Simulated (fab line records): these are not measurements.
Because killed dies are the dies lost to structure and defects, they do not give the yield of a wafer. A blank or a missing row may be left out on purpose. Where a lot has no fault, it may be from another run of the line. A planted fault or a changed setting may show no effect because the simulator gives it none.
Matching of chambers / flow nand harc / NHARC_P_ZERO_WELL_DESCUM_39 on rie diel-02 has 4 sister chambers
The step chemistry O2, time 3 s. 20 wafers are shown with their chamber, then 10 later ones without.

WAFERS WITH THEIR CHAMBER
wafer=L568.1; chamber=0; drypump motor current A (A)=5.2; showerhead plenum p Torr (Torr)=1.97; oes product au (a.u.)=1.007
wafer=L568.2; chamber=3; drypump motor current A (A)=5.2; showerhead plenum p Torr (Torr)=1.90; oes product au (a.u.)=0.991
wafer=L568.4; chamber=2; drypump motor current A (A)=4.9; showerhead plenum p Torr (Torr)=1.94; oes product au (a.u.)=1.004
wafer=L569.3; chamber=3; drypump motor current A (A)=5.2; showerhead plenum p Torr (Torr)=1.90; oes product au (a.u.)=0.992
wafer=L569.5; chamber=2; drypump motor current A (A)=5.0; showerhead plenum p Torr (Torr)=1.94; oes product au (a.u.)=1.002
wafer=L569.6; chamber=3; drypump motor current A (A)=5.2; showerhead plenum p Torr (Torr)=1.90; oes product au (a.u.)=0.995
wafer=L571.1; chamber=0; drypump motor current A (A)=5.2; showerhead plenum p Torr (Torr)=1.97; oes product au (a.u.)=0.997
wafer=L571.2; chamber=3; drypump motor current A (A)=5.3; showerhead plenum p Torr (Torr)=1.90; oes product au (a.u.)=0.993
wafer=L571.3; chamber=1; drypump motor current A (A)=6.2; showerhead plenum p Torr (Torr)=1.78; oes product au (a.u.)=0.970
wafer=L572.1; chamber=0; drypump motor current A (A)=5.2; showerhead plenum p Torr (Torr)=1.97; oes product au (a.u.)=1.008
wafer=L572.2; chamber=1; drypump motor current A (A)=6.2; showerhead plenum p Torr (Torr)=1.78; oes product au (a.u.)=0.973
wafer=L572.4; chamber=2; drypump motor current A (A)=5.0; showerhead plenum p Torr (Torr)=1.93; oes product au (a.u.)=0.992
wafer=L575.1; chamber=0; drypump motor current A (A)=5.2; showerhead plenum p Torr (Torr)=1.96; oes product au (a.u.)=0.999
wafer=L575.3; chamber=2; drypump motor current A (A)=5.0; showerhead plenum p Torr (Torr)=1.93; oes product au (a.u.)=0.986
wafer=L575.5; chamber=3; drypump motor current A (A)=5.2; showerhead plenum p Torr (Torr)=1.89; oes product au (a.u.)=0.986
wafer=L576.1; chamber=0; drypump motor current A (A)=5.2; showerhead plenum p Torr (Torr)=1.96; oes product au (a.u.)=0.992
wafer=L576.4; chamber=3; drypump motor current A (A)=5.2; showerhead plenum p Torr (Torr)=1.89; oes product au (a.u.)=0.990
wafer=L576.5; chamber=3; drypump motor current A (A)=5.2; showerhead plenum p Torr (Torr)=1.89; oes product au (a.u.)=0.992
wafer=L581.1; chamber=0; drypump motor current A (A)=5.2; showerhead plenum p Torr (Torr)=1.96; oes product au (a.u.)=1.013
wafer=L581.4; chamber=1; drypump motor current A (A)=6.2; showerhead plenum p Torr (Torr)=1.77; oes product au (a.u.)=0.983

SIGNATURES (averages over the wafers above)
reading=drypump motor current A; chamber 0=5.200; chamber 1=6.200; chamber 2=4.975; chamber 3=5.214; scatter within a chamber=0.0317
reading=showerhead plenum p Torr; chamber 0=1.9650; chamber 1=1.7767; chamber 2=1.9350; chamber 3=1.8957; scatter within a chamber=0.00552
reading=oes product au; chamber 0=1.00267; chamber 1=0.97533; chamber 2=0.99600; chamber 3=0.99129; scatter within a chamber=0.00647
Rule: for each reading, subtract the chamber's mean from the wafer's reading, divide by that reading's scatter and square the result; add these up over the readings and take the root, which gives the wafer's distance from the chamber. If the next closest chamber is less than 2 further off than the closest, the wafer can't be placed; otherwise it belongs to the closest. How the scatter is found: for the shown wafers, subtract from each reading the mean of its chamber, square and add these, divide the total by (wafers less chambers), then take the root.

WAFERS WITH NO CHAMBER GIVEN
wafer=L581.6; drypump motor current A (A)=5.2; showerhead plenum p Torr (Torr)=1.96; oes product au (a.u.)=1.008
wafer=L589.1; drypump motor current A (A)=4.9; showerhead plenum p Torr (Torr)=1.92; oes product au (a.u.)=1.005
wafer=L589.3; drypump motor current A (A)=6.2; showerhead plenum p Torr (Torr)=2.08; oes product au (a.u.)=0.975
wafer=L589.6; drypump motor current A (A)=5.0; showerhead plenum p Torr (Torr)=1.92; oes product au (a.u.)=1.008
wafer=L590.2; drypump motor current A (A)=5.0; showerhead plenum p Torr (Torr)=1.92; oes product au (a.u.)=1.003
wafer=L590.4; drypump motor current A (A)=5.2; showerhead plenum p Torr (Torr)=1.88; oes product au (a.u.)=1.003
wafer=L590.5; drypump motor current A (A)=5.0; showerhead plenum p Torr (Torr)=1.92; oes product au (a.u.)=1.017
wafer=L591.1; drypump motor current A (A)=4.9; showerhead plenum p Torr (Torr)=1.92; oes product au (a.u.)=1.010
wafer=L591.3; drypump motor current A (A)=5.2; showerhead plenum p Torr (Torr)=1.88; oes product au (a.u.)=1.013
wafer=L591.4; drypump motor current A (A)=5.2; showerhead plenum p Torr (Torr)=1.95; oes product au (a.u.)=1.018

EACH ONE'S CHAMBER
wafer=L581.6; from the rows above=0; in truth=0
wafer=L589.1; from the rows above=2; in truth=2
wafer=L589.3; from the rows above=0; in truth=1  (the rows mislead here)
wafer=L589.6; from the rows above=2; in truth=2
wafer=L590.2; from the rows above=2; in truth=2
wafer=L590.4; from the rows above=3; in truth=3
wafer=L590.5; from the rows above=2; in truth=2
wafer=L591.1; from the rows above=2; in truth=2
wafer=L591.3; from the rows above=3; in truth=3
wafer=L591.4; from the rows above=0; in truth=0
9 of 10 placed correctly. Left unplaced by these rows: 0. Placed wrongly: 1.
